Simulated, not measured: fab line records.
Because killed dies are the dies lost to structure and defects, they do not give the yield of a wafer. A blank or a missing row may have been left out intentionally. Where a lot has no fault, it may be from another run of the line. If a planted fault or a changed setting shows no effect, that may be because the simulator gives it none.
3 desks looking at one fault / flow n5Finfet / what lay behind the numbers comes last; until then each desk has only its own

## THE TOOL OWNER'S DESK: wetBench-06
The tool's own readings at N5_STI_FIN_REVEAL_PRECLEAN_26 (cleans in SC1, time 45 s): means of the sampled wafers that have a number, for each lot that ran on this tool. Marked OUT: a lot whose mean sits more than 4 standard deviations from the usual mean, which makes it out of limits; the brackets give that distance.
Columns: A = h2o2FlowMLMin at N5_STI_FIN_REVEAL_PRECLEAN_26, usual 29.12
lot=L159; first seen here=day 2 22:14; A=29.08
lot=L164; first seen here=day 4 07:40; A=29.11
lot=L167; first seen here=day 4 23:45; A=29.17
lot=L175; first seen here=day 6 22:57; A=29.22
lot=L177; first seen here=day 7 13:34; A=29.15
Finding of this desk: none of the 5 lots has anything out of limits.

## THE DEFECT DESK
Per lot, the means of the sampled wafers with a number show what the inspections along the route counted. Marked OUT: a lot whose mean sits more than 4 standard deviations from the usual mean, which makes it out of limits; the brackets give that distance.
Columns: A = rawDefectCount at N5_STI_FIN_REVEAL_INSPECT_13, usual 13
lot=L159; first seen here=day 3 01:06; A=10
lot=L160; first seen here=day 3 07:20; A=16
lot=L162; first seen here=day 3 21:12; A=11
lot=L164; first seen here=day 4 10:32; A=10
lot=L165; first seen here=day 4 13:55; A=15
lot=L166; first seen here=day 4 19:32; A=9
lot=L167; first seen here=day 5 02:37; A=10
lot=L175; first seen here=day 7 04:28; A=506 (+93) OUT
lot=L177; first seen here=day 7 16:25; A=511 (+94) OUT
lot=L180; first seen here=day 8 07:10; A=18
Finding of this desk: L175, L177 out of limits; the first was L175 at day 7 04:28, on rawDefectCount at N5_STI_FIN_REVEAL_INSPECT_13. In limits: L159, L160, L162, L164, L165, L166, L167, L180.

## METROLOGY DESK
What the gauges read, lot by lot, whatever tool the lot ran on: means of the sampled wafers that have a number. Marked OUT: a lot whose mean sits more than 4 standard deviations from the usual mean, which makes it out of limits; the brackets give that distance. 7 of its 11 readings are shown, namely those furthest out on some lot.
Columns: A = cdNm at N5_STI_FIN_REVEAL_CD_MEAS_22, usual 6.18 nm; B = DIBL_N at N5_BEOL_M4_RC_MEAS_101, usual 35.8 mV/V; C = IOFF_N at N5_BEOL_M4_RC_MEAS_101, usual 0.148 nA/um; D = IOFF_P at N5_BEOL_M4_RC_MEAS_101, usual 0.20 nA/um; E = ION_N at N5_BEOL_M4_RC_MEAS_101, usual 672 uA/um; F = ION_P at N5_BEOL_M4_RC_MEAS_101, usual 462 uA/um; G = VT_P at N5_BEOL_M4_RC_MEAS_101, usual -251 mV
lot=L159; first seen here=day 3 00:59; A=6.15; B=35.1; C=0.158; D=0.21; E=681; F=468; G=-248
lot=L160; first seen here=day 3 07:13; A=6.30; B=37.2; C=0.151; D=0.22; E=671; F=467; G=-248
lot=L162; first seen here=day 3 21:05; A=6.11; B=37.4; C=0.159; D=0.20; E=684; F=463; G=-252
lot=L164; first seen here=day 4 10:25; A=6.35; B=37.9; C=0.181; D=0.25; E=688; F=475; G=-244
lot=L165; first seen here=day 4 13:48; A=5.82; B=35.5; C=0.139; D=0.21; E=667; F=465; G=-248
lot=L166; first seen here=day 4 19:25; A=6.25; B=35.2; C=0.131; D=0.20; E=671; F=464; G=-248
lot=L167; first seen here=day 5 02:29; A=6.10; B=35.5; C=0.133; D=0.17; E=664; F=453; G=-254
lot=L175; first seen here=day 7 04:20; A=6.23; B=36.6; C=0.158; D=0.20; E=675; F=461; G=-252
lot=L177; first seen here=day 7 16:18; A=6.33; B=37.7; C=0.174; D=0.18; E=672; F=452; G=-253
lot=L180; first seen here=day 8 07:02; A=6.16; B=35.0; C=0.157; D=0.20; E=684; F=470; G=-248
Finding of this desk: none of the 10 lots has anything out of limits.

## ALL TOGETHER
The defect desk could have raised an alarm at day 7 04:28, on L175, L177.
The desk of the tool owner found nothing out of limits.
At the metrology desk, nothing out of limits was observed.
On record at the tool owner's desk: L175, L177, within its limits.
The metrology desk has L175, L177 on record, within its limits.
Every lot named ran N5_STI_FIN_REVEAL_PRECLEAN_26 on wetBench-06.

## WHAT THE SIMULATOR PUT IN
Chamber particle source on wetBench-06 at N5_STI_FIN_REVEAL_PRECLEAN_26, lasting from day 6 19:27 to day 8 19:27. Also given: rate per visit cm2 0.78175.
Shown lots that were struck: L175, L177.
Hours from the fault's start to each desk's first reading out of limits: the defect desk, 9.
